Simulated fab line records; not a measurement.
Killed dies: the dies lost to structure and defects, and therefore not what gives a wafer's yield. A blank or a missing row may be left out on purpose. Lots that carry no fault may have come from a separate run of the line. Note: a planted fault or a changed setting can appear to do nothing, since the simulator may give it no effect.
A struck lot beside a sound one ; flow n5Finfet ; 17 steps out of a route of 1938
Sound: the wafers L481.3, L481.4, L481.6. Wafers struck: L472.3, L472.5. At the end, the cause is stated.
Each step with rows lists, per side, the tool, then ch with its chambers, then its first start. Under that, the readings that differ: sound wafers ; struck wafers ; difference of the means ; sigmas: that difference in standard deviations of wafers without a fault.
alike: same words and numbers on both sides, and readings whose means sit less than 2 such deviations apart. not compared: any withheld reading, any reading some wafer has no value for, any bound like >300 that may hide the same value, and any number with overlapping values for which the record gives no deviation.
Wherever a step has rows on one side only, a row that says differs or no value, or a row with sigmas, the two part there. Numbers that don't overlap but have no deviation are shown without sigmas and don't part them. A reading missing from all wafers of one side parts the sides only when that side holds two or more wafers.

N5_PASSIVATION_ETCH_15: etches SiCN in CF4/N2, target depth 75 nm, time 81.2 s.
  sound on rieDiel-06 ch 1,2,3; struck on rieDiel-05 ch 2,3
  alike: drypumpMotorCurrentA, oesProductAu, rfFwdPowerW, rfVppV, showerheadPlenumPTorr, throttleValvePct
  not compared: rfHoursCounterH
then, 2 steps without rows for these wafers: N5_PASSIVATION_STRIP_73 (strips in post etch residue remover, time 60 s); N5_PASSIVATION_SRD_17 (time 30 s, dry time 30 s).
N5_PASSIVATION_DEGAS_18: time 60 s.
  sound: pvdSputter-01 at day 17 01:57; struck: pvdSputter-01 at day 14 13:12
  alike: heaterPowerW
N5_PASSIVATION_PRE_CLEAN_19:
  sound: pvdSputter-01 at day 17 01:59; struck: pvdSputter-01 at day 14 13:14
  alike: heaterPowerW
N5_PASSIVATION_SPUTTER_20: material TaN, target thk 50 nm.
  sound: pvdSputter-01 at day 17 02:02; struck: pvdSputter-01 at day 14 13:17
  alike: throttleValvePct
N5_PASSIVATION_AL_DEP_21: deposits Al, target thk 2800 nm, time 170 s.
  sound: pvdSputter-01 at day 17 02:08; struck: pvdSputter-01 at day 14 13:23
  alike: throttleValvePct
then, 5 steps without rows for these wafers: N5_PASSIVATION_HMDS_23 (time 60 s); N5_PASSIVATION_COAT_24; N5_PASSIVATION_EBR_26; N5_PASSIVATION_SOFTBAKE_25 (time 90 s); N5_PASSIVATION_EXPOSE_27 (exposes mask PAD, defocus 0 nm).
N5_PASSIVATION_PEB_28:
  sound on lithoTrack-01 ch 0, day 17 02:29; struck on lithoTrack-01 ch 0, day 14 13:52
then, 2 steps without rows for these wafers: N5_PASSIVATION_DEVELOP_29 (develop time 60 s); N5_PASSIVATION_HARDBAKE_31 (time 120 s).
N5_PASSIVATION_CD_MEAS_30 targets a cd of 4000 nm.
  sound on cdSem-01 ch 0, day 17 02:36; struck on cdSem-02 ch 0, day 14 13:59
reading;sound;struck;difference;sigmas
cdNm (nm);3998.0 3996.3 3999.8;3983.4 3985.3;-13.7;-8
N5_PASSIVATION_OVL_MEAS_63:
  sound on overlay-01 ch 0, day 17 02:38; struck on overlay-01 ch 0, day 14 14:01
  alike: PAD_OVL

## WHERE THEY PART
Within this record, at N5_PASSIVATION_CD_MEAS_30 only. Later steps at which nothing parts them and some readings are alike: N5_PASSIVATION_OVL_MEAS_63.

WHY: whatever the simulator had introduced
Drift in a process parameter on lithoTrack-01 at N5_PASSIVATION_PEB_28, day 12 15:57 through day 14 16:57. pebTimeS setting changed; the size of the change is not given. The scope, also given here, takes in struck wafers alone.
